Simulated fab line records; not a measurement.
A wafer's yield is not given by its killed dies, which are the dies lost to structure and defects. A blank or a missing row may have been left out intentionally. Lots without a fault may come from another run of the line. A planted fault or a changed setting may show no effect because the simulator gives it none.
Split-lot study / flow n5_finfet / 7 lots, 21 wafers read, on a route of 1938 steps

SPLIT DETAILS
At N5_BEOL_M0_SAQP_PECVD_04 (deposits a-Si from SiH4/He, target thk 60 nm, time 60.2 s), the setting time_s was moved away from the recipe's 60.2 s on 5 of the 21 wafers read, by -15.0% to +4.9%. All remaining wafers had this setting at the recipe value.

FROM THE SPLIT TO THE READING: what the file shows between them, 5 steps
- N5_BEOL_M0_SAQP_THK_MEAS_05
- N5_BEOL_M0_SAQP_HM_DEP_111: deposits SiO2 from SiH4/N2O, target thk 12 nm, time 7.2 s
- N5_BEOL_M0_SAQP_COAT_81: time 60 s, resist thk 100 nm
- N5_BEOL_M0_SAQP_HM_OPEN_112: chemistry CHF3/O2, target SiO2, stops on a-Si, target depth 12 nm, time 13.5 s
- N5_BEOL_M0_SAQP_STRIP_113: strips in CHF3/O2

THE READING
oes_product_au, in a.u., at N5_BEOL_M0_SAQP_MANDREL_ETCH_20 (etches a-Si in HBr/Cl2, stops on SiNx, target depth 60 nm, bt time 10 s, time 30 s). A value of 0.779 a.u. with a standard deviation of 0.012 a.u. is what fault-free wafers of this fab line usually give.

wafer=L078.1; tool, chamber at the split=pecvd-02, 1; time_s as run, s=63.15; against the recipe=+4.9%; oes_product_au, a.u.=0.784; against lot-mates on the recipe=-0.002
wafer=L078.2; tool, chamber at the split=pecvd-02, 0; time_s as run, s=60.2; against the recipe=recipe; oes_product_au, a.u.=0.788; against lot-mates on the recipe=-
wafer=L078.5; tool, chamber at the split=pecvd-02, 2; time_s as run, s=60.2; against the recipe=recipe; oes_product_au, a.u.=0.785; against lot-mates on the recipe=-
wafer=L083.1; tool, chamber at the split=pecvd-01, 0; time_s as run, s=60.2; against the recipe=recipe; oes_product_au, a.u.=0.770; against lot-mates on the recipe=-
wafer=L083.4; tool, chamber at the split=pecvd-01, 0; time_s as run, s=60.2; against the recipe=recipe; oes_product_au, a.u.=0.796; against lot-mates on the recipe=-
wafer=L083.6; tool, chamber at the split=pecvd-01, 2; time_s as run, s=60.2; against the recipe=recipe; oes_product_au, a.u.=0.781; against lot-mates on the recipe=-
wafer=L084.1; tool, chamber at the split=pecvd-04, 1; time_s as run, s=60.2; against the recipe=recipe; oes_product_au, a.u.=0.769; against lot-mates on the recipe=-
wafer=L084.3; tool, chamber at the split=pecvd-04, 0; time_s as run, s=60.2; against the recipe=recipe; oes_product_au, a.u.=0.761; against lot-mates on the recipe=-
wafer=L084.6; tool, chamber at the split=pecvd-04, 0; time_s as run, s=60.2; against the recipe=recipe; oes_product_au, a.u.=0.781; against lot-mates on the recipe=-
wafer=L085.4; tool, chamber at the split=pecvd-02, 2; time_s as run, s=56.03; against the recipe=-6.9%; oes_product_au, a.u.=0.747; against lot-mates on the recipe=-0.035
wafer=L085.5; tool, chamber at the split=pecvd-02, 0; time_s as run, s=60.2; against the recipe=recipe; oes_product_au, a.u.=0.786; against lot-mates on the recipe=-
wafer=L085.6; tool, chamber at the split=pecvd-02, 1; time_s as run, s=60.2; against the recipe=recipe; oes_product_au, a.u.=0.777; against lot-mates on the recipe=-
wafer=L093.1; tool, chamber at the split=pecvd-01, 1; time_s as run, s=60.2; against the recipe=recipe; oes_product_au, a.u.=0.791; against lot-mates on the recipe=-
wafer=L093.4; tool, chamber at the split=pecvd-01, 1; time_s as run, s=60.2; against the recipe=recipe; oes_product_au, a.u.=0.769; against lot-mates on the recipe=-
wafer=L093.5; tool, chamber at the split=pecvd-01, 1; time_s as run, s=60.2; against the recipe=recipe; oes_product_au, a.u.=0.770; against lot-mates on the recipe=-
wafer=L094.1; tool, chamber at the split=pecvd-04, 1; time_s as run, s=51.19; against the recipe=-15.0%; oes_product_au, a.u.=0.700; against lot-mates on the recipe=-0.080
wafer=L094.2; tool, chamber at the split=pecvd-04, 2,0; time_s as run, s=60.2; against the recipe=recipe; oes_product_au, a.u.=0.787; against lot-mates on the recipe=-
wafer=L094.3; tool, chamber at the split=pecvd-04, 2,0; time_s as run, s=60.2; against the recipe=recipe; oes_product_au, a.u.=0.772; against lot-mates on the recipe=-
wafer=L097.2; tool, chamber at the split=pecvd-02, 2; time_s as run, s=53.82; against the recipe=-10.6%; oes_product_au, a.u.=0.724; against lot-mates on the recipe=-0.037
wafer=L097.3; tool, chamber at the split=pecvd-02, 2; time_s as run, s=60.2; against the recipe=recipe; oes_product_au, a.u.=0.761; against lot-mates on the recipe=-
wafer=L097.4; tool, chamber at the split=pecvd-02, 1; time_s as run, s=53.82; against the recipe=-10.6%; oes_product_au, a.u.=0.736; against lot-mates on the recipe=-0.025
Rows listing several chambers each stand for several wafers; the file does not say which wafer went through which chamber.

FIT RESULTS
A straight line over all 21 wafers: oes_product_au changes by +0.00457 a.u. for each +1% of time_s; r = +0.90; the points scatter about the line by 0.011 a.u.
The same after taking each lot's own level away (the mean of its wafers on the recipe; 21 wafers): +0.00388 a.u. for each +1%; r = +0.87; scatter 0.011 a.u.
On that fit, the largest move of time_s shifts the reading by 0.058 a.u.
Across the lots, their own levels run from 0.7610 to 0.7865 a.u., a range of 2.1 times the standard deviation given above.
Hence the slope depends on the lot-to-lot level, as the two fits are not the same.
Check: with one of the wafers moved furthest among these (-15.0%) left out of the fit, the line predicts -0.0443 a.u. for it against its lot-mates. It came out at -0.0795 a.u. against them.

THE WHOLE CHAIN: every reading that the file lists as answering this split, in the file's order
step=N5_BEOL_M0_SAQP_PECVD_04; what it does=deposits a-Si from SiH4/He, target thk 60 nm, time 60.2 s; reading=a-Si_of_BEOL_M0_SAQP_PECVD_04.thk_nm (the simulator's own value, which no gauge read); change (the file's fit)=+0.624 nm for each +1% of the setting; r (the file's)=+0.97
step=N5_BEOL_M0_SAQP_THK_MEAS_05; what it does=; reading=thk_nm; change (the file's fit)=withheld for each +1% of the setting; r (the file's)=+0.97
step=N5_BEOL_M0_SAQP_MANDREL_ETCH_20; what it does=etches a-Si in HBr/Cl2, stops on SiNx, target depth 60 nm, bt time 10 s, time 30 s; reading=oes_product_au; change (the file's fit)=+0.00427 a.u. for each +1% of the setting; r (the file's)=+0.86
step=N5_BEOL_M0_SAQP_MANDREL_ETCH_20; what it does=etches a-Si in HBr/Cl2, stops on SiNx, target depth 60 nm, bt time 10 s, time 30 s; reading=etch.depth_nm (the simulator's own value, which no gauge read); change (the file's fit)=+0.624 nm for each +1% of the setting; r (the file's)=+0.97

THE FILE'S OWN FIT
oes_product_au changes by +0.00427 a.u. for each +1% of time_s, r = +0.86.
